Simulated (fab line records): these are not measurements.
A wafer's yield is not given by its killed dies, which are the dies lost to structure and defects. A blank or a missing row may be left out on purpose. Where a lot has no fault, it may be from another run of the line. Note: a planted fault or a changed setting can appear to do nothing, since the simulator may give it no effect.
fab line records	flow n5_finfet
record lots=11	wafers=31	last_day=16
route steps=1938 shown BEOL_M4@1086 MIM_BOT_LITHO@1865 TV_OPEN@1889 PASSIVATION@1930
lots untouched by any fault: they come from a run of this same line in which no faults occurred
start_h: hours from the record's first day to the start of the lot's first wafer shown	wait_h: how many hours have passed since the lot's step before this one	" repeats the value in the row above	L1.1+2: several wafers, shown together as one row	- either no value or no given start	* or withheld: withheld	< > ~ a bound
route shown NAME@n: names a module that has steps shown in the file, with the first one's number in the route	usual: the fault-free wafers' mean and standard deviation	same: alike in all rows	chamber/n: place in a boat	sites: each site's reading	_std_site: the values' standard deviation	_edge_site: the outer-site mean with the inner-site mean subtracted	radius_mm: how far each site lies from the wafer's centre	mask NAME#n: copy n	behind: the tool/chamber that last shaped the wafer	hold: reason for holding the lot/hours on hold/outcome of the hold	device: the n, p or np transistor that did not switch	end of line: the same wafers' tests at the end of the route	a step given without rows: its recipe and nothing more	killed: dies that structure and defects cost at the first sort, which is not the same as the wafer's yield	map: per-die view of a wafer (x killed, . not killed, _ where there is no die)
set.NAME: the setting as run; set.NAME@STEP: as run at that earlier step	model.NAME: the simulator's own value behind a step, which no gauge read
one table for each step of the route and one row for each wafer, over a sample of lots
services: a tool's chamber out of use, with start hour (start_h, from the record's first day; less than 0 if before it), hours out, and reason
## steps
# step N5_BEOL_M4_SPUTTER_79
# recipe material=Cu	target_thk_a=45	temp_c=-20	chamber_pressure_pa=0.07	power_w=withheld	time_s=8.29
# usual throttle_valve_pct=30.4/0.81
lot.wafer	tool	chamber	start_h	wait_h	throttle_valve_pct
L877.2	pvd_sputter-01	-	172.26	0.1	29.8
L877.5	"	-	"	"	30.5
L879.1	pvd_sputter-03	-	175.10	0.1	29.6
L879.4	"	-	"	"	30.3
L879.6	"	-	"	"	30.7
L878.2	pvd_sputter-03	-	188.97	0.1	29.6
L878.5	"	-	"	"	29.6
L878.6	"	-	"	"	30.8
L880.1	pvd_sputter-01	-	193.42	0.1	30.6
L880.4	"	-	"	"	30.7
L880.5	"	-	"	"	30.6
L883.2	pvd_sputter-01	-	203.32	0.1	29.7
L883.4	"	-	"	"	30.6
L883.5	"	-	"	"	30.4
L882.2	pvd_sputter-03	-	206.40	0.1	29.5
L882.4	"	-	"	"	30.5
L882.6	"	-	"	"	30.7
L886.1	pvd_sputter-02	-	222.53	0.1	29.4
L886.5	"	-	"	"	32.9
L887.1	pvd_sputter-03	-	224.27	0.1	29.4
L887.2	"	-	"	"	30.9
L887.5	"	-	"	"	30.8
L888.3	pvd_sputter-03	-	242.48	0.1	30.7
L888.4	"	-	"	"	30.5
L888.5	"	-	"	"	30.6
L893.2	pvd_sputter-03	-	261.54	0.1	30.4
L893.3	"	-	"	"	29.6
L893.6	"	-	"	"	29.6
L895.2	pvd_sputter-03	-	269.41	0.1	30.6
L895.4	"	-	"	"	30.6
L895.5	"	-	"	"	30.0
# step N5_MIM_BOT_LITHO_DESCUM_10
# recipe chemistry=O2	time_s=7.9	source_power_w=50	bias_power_w=20	pressure_mtorr=20	rf_frequency_hz=2.712e+07	temp_c=40	o2_flow_sccm=225
# usual drypump_motor_current_A=5.6/0.38	oes_product_au=0.81/0.087	rf_vpp_V=242.7/1.3	showerhead_plenum_p_Torr=2.06/0.065	throttle_valve_pct=20.27/0.21
lot.wafer	tool	chamber	start_h	wait_h	drypump_motor_current_A	oes_product_au	rf_hours_counter_h	rf_vpp_V	showerhead_plenum_p_Torr	throttle_valve_pct
L877.2	rie_diel-03	2	279.52	0.1	5.6	0.86	65	243.6	2.10	19.86
L877.5	"	2	"	"	5.6	0.87	-	242.3	2.10	19.84
L879.1	rie_diel-01	0	280.04	0.0	5.7	0.69	244	241.6	1.97	20.40
L879.4	"	3	"	"	5.3	0.67	218	244.0	2.17	20.52
L879.6	"	0	"	"	5.7	0.69	-	241.3	1.97	20.41
L878.2	rie_diel-01	1	282.63	0.0	5.8	0.80	95	243.3	2.10	19.88
L878.5	"	1	"	"	5.8	0.80	-	243.4	2.10	19.87
L878.6	"	2	"	"	5.9	0.87	-	240.9	2.05	20.20
L880.1	rie_diel-03	3	288.61	0.0	5.4	0.95	10	242.2	2.06	20.49
L880.4	"	1	"	"	5.1	0.83	49	245.1	2.12	20.33
L880.5	"	0	"	"	6.4	0.69	-	243.3	2.05	20.53
L883.2	rie_diel-01	3	303.34	0.0	5.3	0.67	228	242.8	2.16	20.53
L883.4	"	1	"	"	5.7	0.80	-	242.8	2.09	19.89
L883.5	"	3	"	"	5.3	0.67	-	244.6	2.16	20.54
L882.2	rie_diel-01	2	311.03	0.0	5.9	0.86	54	241.7	2.04	20.20
L882.4	"	0	"	"	5.7	0.98	1	246.3	2.23	20.13
L882.6	"	0	"	"	5.8	0.99	-	245.5	2.23	20.12
L886.1	rie_diel-04	1	315.30	0.1	5.4	0.82	83	240.5	2.03	20.42
L886.5	"	3	"	"	4.9	0.73	-	242.2	1.97	20.39
L887.1	rie_diel-04	0	323.67	0.1	6.1	0.95	14	242.6	2.03	20.09
L887.2	"	1	"	"	5.4	0.82	85	241.4	2.03	20.42
L887.5	"	3	"	"	5.0	0.73	-	241.1	1.97	20.36
L888.3	rie_diel-01	1	341.83	0.0	5.7	0.79	119	242.7	2.09	19.93
L888.4	"	3	"	"	5.3	0.65	244	244.4	2.16	20.58
L888.5	"	1	"	"	5.7	0.79	-	242.8	2.09	19.92
L893.2	rie_diel-03	3	370.10	0.4	5.4	0.88	40	243.0	2.05	20.56
L893.3	"	3	"	"	5.4	0.89	-	243.3	2.05	20.55
L893.6	"	2	"	"	5.7	0.81	-	243.9	2.09	19.91
L895.2	rie_diel-04	3	378.96	1.0	5.0	0.71	228	241.3	1.96	20.39
L895.4	"	2	"	"	5.5	0.75	133	241.3	2.02	20.28
L895.5	"	3	"	"	5.0	0.71	-	241.9	1.96	20.41
# step N5_PASSIVATION_STRIP_14
# recipe chemistry=O2	power_w=600	temp_c=60	pressure_mtorr=30	rf_frequency_hz=6e+07	bias_power_w=0	overash_fraction=0.5	o2_flow_sccm=225
# usual drypump_motor_current_A=5.8/0.34	oes_product_au=0.79/0.087	rf_vpp_V=3.7/0.93	showerhead_plenum_p_Torr=2.09/0.099	throttle_valve_pct=16.64/0.27
lot.wafer	tool	chamber	start_h	wait_h	drypump_motor_current_A	oes_product_au	rf_hours_counter_h	rf_vpp_V	showerhead_plenum_p_Torr	throttle_valve_pct
L877.2	rie_diel-05	3	285.54	0.1	5.9	0.74	183	2.9	2.15	16.93
L877.5	"	3	"	"	5.9	0.75	-	2.9	2.15	16.91
L879.1	rie_diel-06	2	286.06	0.1	5.6	0.74	180	4.7	2.16	16.42
L879.4	"	3	"	"	6.4	0.88	44	3.4	2.06	16.24
L879.6	"	2	"	"	5.6	0.73	-	3.3	2.16	16.46
L878.2	rie_diel-02	3	286.39	0.1	6.2	0.79	106	4.8	2.00	16.39
L878.5	"	0	"	"	5.2	0.74	-	4.7	2.09	16.81
L878.6	"	1	"	"	6.0	0.66	-	3.6	2.00	16.90
L880.1	rie_diel-06	2	290.92	0.1	5.6	0.74	182	2.0	2.16	16.49
L880.4	"	2	"	"	5.6	0.74	-	4.3	2.16	16.44
L880.5	"	3	"	"	6.4	0.85	-	2.5	2.06	16.25
L883.2	rie_diel-05	3	307.58	0.1	5.9	0.74	189	4.7	2.15	16.91
L883.4	"	0	"	"	5.5	0.83	89	5.4	2.04	16.35
L883.5	"	3	"	"	5.9	0.74	-	3.8	2.15	16.94
L882.2	rie_diel-05	1	314.41	0.1	5.5	0.70	247	4.6	2.02	17.49
L882.4	"	0	"	"	5.5	0.83	92	3.2	2.04	16.35
L882.6	"	2	"	"	6.0	0.72	-	4.7	1.91	16.43
L886.1	rie_diel-05	1	317.64	0.1	5.5	0.69	248	2.2	2.02	17.44
L886.5	"	3	"	"	5.9	0.75	-	2.1	2.15	16.91
L887.1	rie_diel-06	2	326.65	0.1	5.6	0.72	192	4.3	2.16	16.49
L887.2	"	3	"	"	6.5	0.85	60	2.7	2.06	16.27
L887.5	"	1	"	"	5.7	0.99	-	3.7	2.24	16.51
L888.3	rie_diel-06	0	345.85	0.1	6.3	0.81	102	3.5	2.12	16.78
L888.4	"	3	"	"	6.4	0.85	65	3.2	2.05	16.26
L888.5	"	2	"	"	5.6	0.73	-	3.3	2.16	16.49
L893.2	rie_diel-02	1	372.07	0.1	6.0	0.97	6	4.0	2.26	16.56
L893.3	"	2	"	"	5.7	0.82	101	2.7	2.18	16.65
L893.6	"	2	"	"	5.7	0.80	-	4.1	2.18	16.64
L895.2	rie_diel-05	3	380.80	0.1	5.9	0.73	215	2.8	2.14	16.99
L895.4	"	2	"	"	6.0	0.72	-	3.9	1.91	16.48
L895.5	"	1	"	"	5.5	0.95	-	4.1	2.28	16.93
# step N5_PASSIVATION_ETCH_54
# recipe chemistry=CHF3/O2	target=SiO2	target_depth_a=8800	CHF3_flow_sccm=50	O2_flow_sccm=5	Ar_flow_sccm=200	time_s=440	mask_material=PR	pressure_mtorr=30	source_w=650	bias_w=170	ion_energy_ev=200
# usual drypump_motor_current_A=5.6/0.42	oes_product_au=0.81/0.082	rf_vpp_V=515/12	showerhead_plenum_p_Torr=2.38/0.065	throttle_valve_pct=18.69/0.23
lot.wafer	tool	chamber	start_h	wait_h	drypump_motor_current_A	oes_product_au	rf_hours_counter_h	rf_vpp_V	showerhead_plenum_p_Torr	throttle_valve_pct
L877.2	rie_diel-04	1	289.23	0.1	5.4	0.82	73	524	2.33	18.72
L877.5	"	0	"	"	6.1	0.98	-	529	2.36	18.56
L879.1	rie_diel-01	3	289.85	0.1	5.3	0.67	221	518	2.49	18.92
L879.4	"	2	"	"	5.9	0.86	45	508	2.38	18.69
L879.6	"	1	"	"	5.8	0.80	-	511	2.44	18.42
L878.2	rie_diel-03	1	290.42	0.1	5.1	0.84	50	493	2.45	18.73
L878.5	"	0	"	"	6.3	0.70	-	506	2.39	19.09
L878.6	"	1	"	"	5.1	0.83	-	494	2.45	18.73
L880.1	rie_diel-03	0	294.53	0.1	6.4	0.69	229	508	2.39	19.11
L880.4	"	1	"	"	5.1	0.84	52	493	2.45	18.72
L880.5	"	0	"	"	6.4	0.69	-	508	2.39	19.09
L883.2	rie_diel-03	2	311.77	0.1	5.7	0.84	76	531	2.41	18.23
L883.4	"	3	"	"	5.4	0.92	19	514	2.34	18.77
L883.5	"	3	"	"	5.4	0.92	-	514	2.34	18.76
L882.2	rie_diel-03	3	317.44	0.1	5.4	0.92	20	516	2.34	18.76
L882.4	"	1	"	"	5.1	0.82	60	492	2.44	18.76
L882.6	"	0	"	"	6.4	0.69	-	506	2.39	19.12
L886.1	rie_diel-03	3	321.01	0.1	5.4	0.92	22	514	2.34	18.77
L886.5	"	1	"	"	5.1	0.82	-	492	2.44	18.74
L887.1	rie_diel-01	0	330.41	0.1	5.7	0.95	8	538	2.55	18.45
L887.2	"	3	"	"	5.3	0.67	238	515	2.48	18.94
L887.5	"	2	"	"	5.9	0.85	-	509	2.37	18.71
L888.3	rie_diel-03	2	350.86	0.1	5.6	0.82	90	531	2.41	18.26
L888.4	"	0	"	"	6.4	0.68	248	507	2.38	19.13
L888.5	"	3	"	"	5.4	0.89	-	515	2.34	18.78
L893.2	rie_diel-01	2	376.30	0.1	5.9	0.82	81	510	2.37	18.74
L893.3	"	0	"	"	5.7	0.89	27	537	2.54	18.48
L893.6	"	1	"	"	5.8	0.76	-	510	2.43	18.46
L895.2	rie_diel-01	0	387.87	0.1	5.7	0.88	34	535	2.54	18.51
L895.4	"	3	"	"	5.3	0.98	2	518	2.48	18.55
L895.5	"	2	"	"	5.9	0.81	-	509	2.36	18.77
# step N5_PASSIVATION_PROBE_49
# usual defect_limited_yield=91.1/1.4	killed_at_M0_to_M3=36/9.9	killed_at_M4_up=13/5.8	killed_at_contacts=14/5.9	killed_at_front_end=39/11	killed_at_other=3.4/2.9	killed_dies=105/17	killed_open=70/13	killed_short=34/7.3	sort_bin_4_leakage=0.00/0.0072	sort_bin_5_function=5.3/1	sort_bin_6_memory=3.3/0.62	sort_n_pass=1075/17	sort_yield_pct=91.1/1.4
# same gross_dies=1180	killed_at_back_side=0	sort_bin_8_speed[%]=0
lot.wafer	tool	chamber	start_h	wait_h	defect_limited_yield[%]	killed_at_M0_to_M3	killed_at_M4_up	killed_at_contacts	killed_at_front_end	killed_at_other	killed_dies	killed_open	killed_short	sort_bin_4_leakage[%]	sort_bin_5_function[%]	sort_bin_6_memory[%]	sort_n_pass	sort_yield_pct[%]
L877.2	prober-02	-	292.06	0.1	90.3	37	18	18	40	2	115	77	36	0	5.8	3.3	1065	90.3
L877.5	prober-02	-	292.21	0.2	91.6	26	16	12	44	1	99	72	24	0	5.5	2.5	1081	91.6
L879.1	prober-01	-	292.63	0.0	90.4	36	12	16	44	5	113	75	36	0	5.9	3.1	1067	90.4
L879.4	prober-01	-	292.78	0.2	92.4	35	17	10	23	5	90	57	33	0	4.3	3.3	1090	92.4
L879.6	prober-01	-	292.88	0.3	90.3	39	9	16	45	6	115	77	37	0	6.2	3.0	1065	90.3
L880.1	prober-01	-	297.32	0.0	90.3	36	5	17	54	3	115	77	38	0	5.3	4.3	1065	90.3
L880.4	prober-01	-	297.47	0.2	92.7	29	6	14	37	0	86	61	25	0	4.7	2.3	1094	92.7
L880.5	prober-01	-	297.52	0.2	91.8	44	5	6	41	1	97	67	30	0	4.7	3.1	1083	91.8
L883.2	prober-02	-	314.62	0.1	87.2	48	17	23	61	2	151	115	33	0	7.9	4.7	1029	87.2
L883.4	prober-02	-	314.72	0.2	88.6	55	16	13	49	1	134	96	36	0	7.7	3.2	1046	88.6
L883.5	prober-02	-	314.77	0.2	90.2	39	11	9	55	2	116	80	36	0	5.6	4.0	1064	90.2
L882.2	prober-02	-	320.27	0.1	90.8	31	19	9	44	5	108	63	45	0	5.0	4.1	1072	90.8
L882.4	prober-02	-	320.37	0.2	90.9	31	11	13	47	5	107	77	30	0	5.6	3.4	1073	90.9
L882.6	prober-02	-	320.47	0.3	91.9	41	11	7	30	6	95	62	33	0	4.7	3.0	1085	91.9
L886.1	prober-01	-	323.79	0.0	91.8	44	9	9	28	7	97	59	37	0	5.5	2.6	1083	91.8
L886.5	prober-01	-	323.99	0.2	94.4	32	4	1	24	5	66	48	18	0	3.4	1.9	1114	94.4
L887.1	prober-02	-	333.56	0.4	93.0	31	14	7	28	3	83	57	23	0	4.6	2.2	1097	93.0
L887.2	prober-02	-	333.61	0.4	92.8	28	17	15	22	3	85	55	30	0	4.2	2.7	1095	92.8
L887.5	prober-02	-	333.76	0.6	91.5	24	25	14	37	0	100	74	25	0	5.0	3.1	1080	91.5
L893.2	prober-01	-	379.13	0.1	81.5	42	123	16	37	0	218	65	29	0	10.9	4.1	962	81.5
L893.3	prober-01	-	379.18	0.1	80.7	53	120	15	39	1	228	87	36	0	13.1	4.9	952	80.7
L893.6	prober-01	-	379.33	0.3	80.8	45	122	22	37	0	226	77	40	0	12.7	4.6	954	80.8
L895.2	prober-01	-	390.70	0.1	80.8	40	104	17	59	6	226	82	49	0	11.9	5.6	954	80.8
L895.4	prober-01	-	390.80	0.2	79.7	26	121	19	70	3	239	82	44	0	14.2	3.9	941	79.7
L895.5	prober-01	-	390.85	0.2	81.4	34	123	8	54	1	220	60	41	0	11.2	5.3	960	81.4
# killed by level:class
L877.2 MOL_CONTACT_COAG:geometric_particle:open=16 BEOL_M2:geometric_particle:open=9 FIN_SAQP:geometric_particle:open=8 FIN_SAQP:geometric_particle:short=8 BEOL_M4:geometric_particle:open=8 BEOL_M1:geometric_particle:open=7 BEOL_M3:geometric_particle:open=7 GATE_CUT:geometric_particle:short=6
L877.5 MOL_CONTACT_COAG:geometric_particle:open=11 DUMMY_GATE:geometric_particle:open=10 BEOL_M4:geometric_particle:open=9 STI_FIN_REVEAL:geometric_particle:open=8 BEOL_M0_SAQP:geometric_particle:open=6 BEOL_M0_SAQP:geometric_particle:short=5 BEOL_M3:geometric_particle:open=5 FIN_SAQP:geometric_particle:open=4
L879.1 BEOL_M3:geometric_particle:open=13 FIN_SAQP:geometric_particle:short=12 MOL_CONTACT_COAG:geometric_particle:open=12 FIN_SAQP:geometric_particle:open=10 STI_FIN_REVEAL:geometric_particle:open=6 BEOL_M1:geometric_particle:open=6 MOL_CONTACT_COAG:geometric_particle:short=4 BEOL_M2:geometric_particle:open=4
L879.4 MOL_CONTACT_COAG:geometric_particle:open=9 FIN_SAQP:geometric_particle:short=7 BEOL_M0:geometric_particle:open=7 BEOL_M2:geometric_particle:open=7 GATE_CUT:geometric_particle:short=5 BEOL_M1:geometric_particle:short=5 BEOL_M1:geometric_particle:open=5 FIN_SAQP:geometric_particle:open=4
L879.6 MOL_CONTACT_COAG:geometric_particle:open=11 BEOL_M0_SAQP:geometric_particle:open=11 STI_FIN_REVEAL:geometric_particle:open=10 BEOL_M0_SAQP:geometric_particle:short=8 FIN_SAQP:geometric_particle:open=7 BEOL_M3:geometric_particle:open=7 BEOL_M1:geometric_particle:short=6 DUMMY_GATE:geometric_particle:open=5
L880.1 STI_FIN_REVEAL:geometric_particle:open=21 MOL_CONTACT_COAG:geometric_particle:open=15 BEOL_M3:geometric_particle:open=8 FIN_SAQP:geometric_particle:open=7 BEOL_M1:geometric_particle:open=7 FIN_SAQP:geometric_particle:short=6 BEOL_M3:geometric_particle:short=5 DUMMY_GATE:geometric_particle:open=4
L880.4 MOL_CONTACT_COAG:geometric_particle:open=12 BEOL_M3:geometric_particle:open=11 FIN_SAQP:geometric_particle:open=9 FIN_SAQP:geometric_particle:short=7 STI_FIN_REVEAL:geometric_particle:open=6 BEOL_M0_SAQP:geometric_particle:open=5 BEOL_M0_SAQP:geometric_particle:short=5 FIN_CUT:geometric_particle:short=3
L880.5 BEOL_M1:geometric_particle:open=10 BEOL_M3:geometric_particle:open=9 FIN_SAQP:geometric_particle:open=8 BEOL_M2:geometric_particle:open=7 BEOL_M0_SAQP:geometric_particle:short=7 BEOL_M0_SAQP:geometric_particle:open=7 FIN_SAQP:geometric_particle:short=5 STI_FIN_REVEAL:geometric_particle:open=5
L883.2 FIN_SAQP:geometric_particle:open=26 MOL_CONTACT_COAG:geometric_particle:open=20 BEOL_M1:geometric_particle:open=18 FIN_SAQP:geometric_particle:short=11 STI_FIN_REVEAL:geometric_particle:open=10 BEOL_M4:geometric_particle:open=9 BEOL_M3:geometric_particle:open=8 BEOL_M0_SAQP:geometric_particle:open=5
L883.4 FIN_SAQP:geometric_particle:open=18 MOL_CONTACT_COAG:geometric_particle:open=12 BEOL_M0:geometric_particle:open=10 STI_FIN_REVEAL:geometric_particle:open=9 BEOL_M0_SAQP:geometric_particle:open=9 BEOL_M0_SAQP:geometric_particle:short=8 BEOL_M2:geometric_particle:open=7 BEOL_M1:geometric_particle:open=7
L883.5 FIN_SAQP:geometric_particle:open=21 BEOL_M1:geometric_particle:open=11 FIN_SAQP:geometric_particle:short=9 MOL_CONTACT_COAG:geometric_particle:open=8 BEOL_M0_SAQP:geometric_particle:open=8 GATE_CUT:geometric_particle:open=7 BEOL_M0_SAQP:geometric_particle:short=7 BEOL_M3:geometric_particle:open=5
L882.2 BEOL_M0_SAQP:geometric_particle:short=15 STI_FIN_REVEAL:geometric_particle:open=12 FIN_SAQP:geometric_particle:open=10 MOL_CONTACT_COAG:geometric_particle:open=7 BEOL_M0_SAQP:geometric_particle:open=6 FIN_SAQP:geometric_particle:short=5 BEOL_M5:geometric_particle:short=5 BEOL_M8:geometric_particle:open=4
L882.4 DUMMY_GATE:geometric_particle:open=13 FIN_SAQP:geometric_particle:open=12 MOL_CONTACT_COAG:geometric_particle:open=10 BEOL_M0_SAQP:geometric_particle:short=10 BEOL_M0_SAQP:geometric_particle:open=7 BEOL_M3:geometric_particle:open=7 FIN_SAQP:geometric_particle:short=6 BEOL_M4:geometric_particle:open=6
L882.6 BEOL_M3:geometric_particle:open=10 FIN_SAQP:geometric_particle:open=8 BEOL_M0_SAQP:geometric_particle:short=8 FIN_SAQP:geometric_particle:short=6 DUMMY_GATE:geometric_particle:open=6 BEOL_M2:geometric_particle:open=6 STI_FIN_REVEAL:geometric_particle:open=5 MOL_CONTACT_COAG:geometric_particle:open=5
L886.1 BEOL_M0_SAQP:geometric_particle:open=8 BEOL_M0_SAQP:geometric_particle:short=7 BEOL_M1:geometric_particle:open=6 MOL_CONTACT_COAG:geometric_particle:open=6 BEOL_M0:geometric_particle:open=6 BEOL_M2:geometric_particle:open=6 BEOL_M3:geometric_particle:open=5 STARTING-WAFER:geometric_particle:short=5
L886.5 BEOL_M2:geometric_particle:open=18 FIN_SAQP:geometric_particle:short=4 FIN_SAQP:geometric_particle:open=4 STI_FIN_REVEAL:geometric_particle:open=4 BEOL_M1:geometric_particle:open=4 ILD0:geometric_particle:open=3 ILD0:geometric_particle:short=3 GATE_CUT:geometric_particle:open=2
L887.1 BEOL_M3:geometric_particle:open=12 BEOL_M4:geometric_particle:open=8 BEOL_M2:geometric_particle:open=8 STI_FIN_REVEAL:geometric_particle:open=7 MOL_CONTACT_COAG:geometric_particle:open=4 BEOL_M0_SAQP:geometric_particle:open=4 GATE_CUT:geometric_particle:short=3 MOL_CONTACT_COAG:geometric_particle:short=3
L887.2 MOL_CONTACT_COAG:geometric_particle:open=13 BEOL_M0_SAQP:geometric_particle:short=11 BEOL_M4:geometric_particle:open=11 BEOL_M0_SAQP:geometric_particle:open=8 GATE_CUT:geometric_particle:short=4 FIN_SAQP:geometric_particle:short=3 GATE_CUT:geometric_particle:open=3 BEOL_M3:geometric_particle:open=3
L887.5 BEOL_M4:geometric_particle:open=12 MOL_CONTACT_COAG:geometric_particle:open=11 BEOL_M2:geometric_particle:open=9 STI_FIN_REVEAL:geometric_particle:open=7 DUMMY_GATE:geometric_particle:open=7 FIN_SAQP:geometric_particle:short=5 BEOL_M1:geometric_particle:open=5 FIN_SAQP:geometric_particle:open=4
L893.2 BEOL_M4:unspecified=112 MOL_CONTACT_COAG:geometric_particle:open=16 BEOL_M2:geometric_particle:open=11 HKMG_FIN:area_etch=11 STI_FIN_REVEAL:geometric_particle:open=9 BEOL_M0_SAQP:geometric_particle:short=8 FIN_SAQP:geometric_particle:short=6 BEOL_M0_SAQP:geometric_particle:open=6
L893.3 BEOL_M4:unspecified=104 BEOL_M2:geometric_particle:open=17 STI_FIN_REVEAL:geometric_particle:open=16 MOL_CONTACT_COAG:geometric_particle:open=15 BEOL_M0_SAQP:geometric_particle:open=13 BEOL_M0_SAQP:geometric_particle:short=11 FIN_SAQP:geometric_particle:short=6 BEOL_M1:geometric_particle:open=6
L893.6 BEOL_M4:unspecified=108 MOL_CONTACT_COAG:geometric_particle:open=18 BEOL_M0_SAQP:geometric_particle:short=14 STI_FIN_REVEAL:geometric_particle:open=13 BEOL_M0_SAQP:geometric_particle:open=12 BEOL_M2:geometric_particle:open=8 GATE_CUT:geometric_particle:short=5 FIN_SAQP:geometric_particle:short=4
L895.2 BEOL_M4:unspecified=90 MOL_CONTACT_COAG:geometric_particle:open=14 FIN_SAQP:geometric_particle:short=13 BEOL_M0_SAQP:geometric_particle:short=11 BEOL_M0_SAQP:geometric_particle:open=10 FIN_SAQP:geometric_particle:open=7 BEOL_M1:geometric_particle:open=7 DUMMY_GATE:geometric_particle:open=6
L895.4 BEOL_M4:unspecified=113 MOL_CONTACT_COAG:geometric_particle:open=17 FIN_SAQP:geometric_particle:short=15 STI_FIN_REVEAL:geometric_particle:open=15 FIN_SAQP:geometric_particle:open=11 DUMMY_GATE:geometric_particle:open=7 BEOL_M0_SAQP:geometric_particle:open=6 GATE_CUT:geometric_particle:open=5
L895.5 BEOL_M4:unspecified=115 FIN_SAQP:geometric_particle:short=20 BEOL_M0_SAQP:geometric_particle:open=9 STI_FIN_REVEAL:geometric_particle:open=8 MOL_CONTACT_COAG:geometric_particle:open=7 BEOL_M1:geometric_particle:open=7 BEOL_M3:geometric_particle:open=6 GATE_CUT:geometric_particle:short=5
## services
tool	chamber	start_h	hours	kind
pvd_sputter-01	-	163.99	2.8	repair
rie_diel-03	1	188.21	2.4	repair
rie_diel-02	3	192.97	4.2	repair
rie_diel-01	1	202.82	3.8	repair
rie_diel-04	3	218.89	32.8	repair
rie_diel-02	2	230.43	75.0	repair
rie_diel-01	-	236.60	0.2	repair
rie_diel-02	-	257.21	15.6	pm
rie_diel-05	0	261.54	19.9	repair
rie_diel-06	2	264.89	6.7	repair
rie_diel-02	0	278.05	4.4	repair
rie_diel-01	0	293.81	-	clean
rie_diel-01	0	293.81	-	consumable_replace:focus_ring
rie_diel-01	0	293.81	-	consumable_replace:showerhead
rie_diel-05	-	298.29	4.3	pm
rie_diel-06	2	307.35	1.8	repair
rie_diel-06	2	309.34	9.4	repair
rie_diel-02	3	348.17	1.7	repair
rie_diel-06	3	351.73	3.7	repair
rie_diel-03	1	362.98	15.7	repair
rie_diel-05	0	365.05	20.0	repair
rie_diel-06	0	370.50	2.6	repair
pvd_sputter-02	-	371.63	0.5	repair
rie_diel-03	-	375.35	15.6	pm
## key
first_sign step=N5_PASSIVATION_PROBE_49	reading=killed_at_M4_up	direction=up	sigmas=18	usual=13	struck=119
effect step=N5_PASSIVATION_PROBE_49	reading=defect_limited_yield	direction=down	sigmas=7.2	usual=91.1	struck=80.8
more_kills_born_at N5_BEOL_M4_SPUTTER_79@pvd_sputter-03=642
met_at N5_BEOL_M4_SPUTTER_79
struck_lots L893,L895
baseline_loss step=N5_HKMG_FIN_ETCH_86	wafers=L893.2
not_acting_at N5_MIM_BOT_LITHO_DESCUM_10,N5_PASSIVATION_STRIP_14,N5_PASSIVATION_ETCH_54
onset_between 242.48 261.54
also_fits time
fault kind=chamber_particle_source	tool=pvd_sputter-03	chamber=-	onset_h=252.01	steps=N5_BEOL_M4_SPUTTER_79	rate_per_visit_cm2=0.65785	end_h=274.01
# baseline_loss: these wafers lose ten dies or more at that step, a loss of the line's own and not of a fault; the sort's usual values leave them out
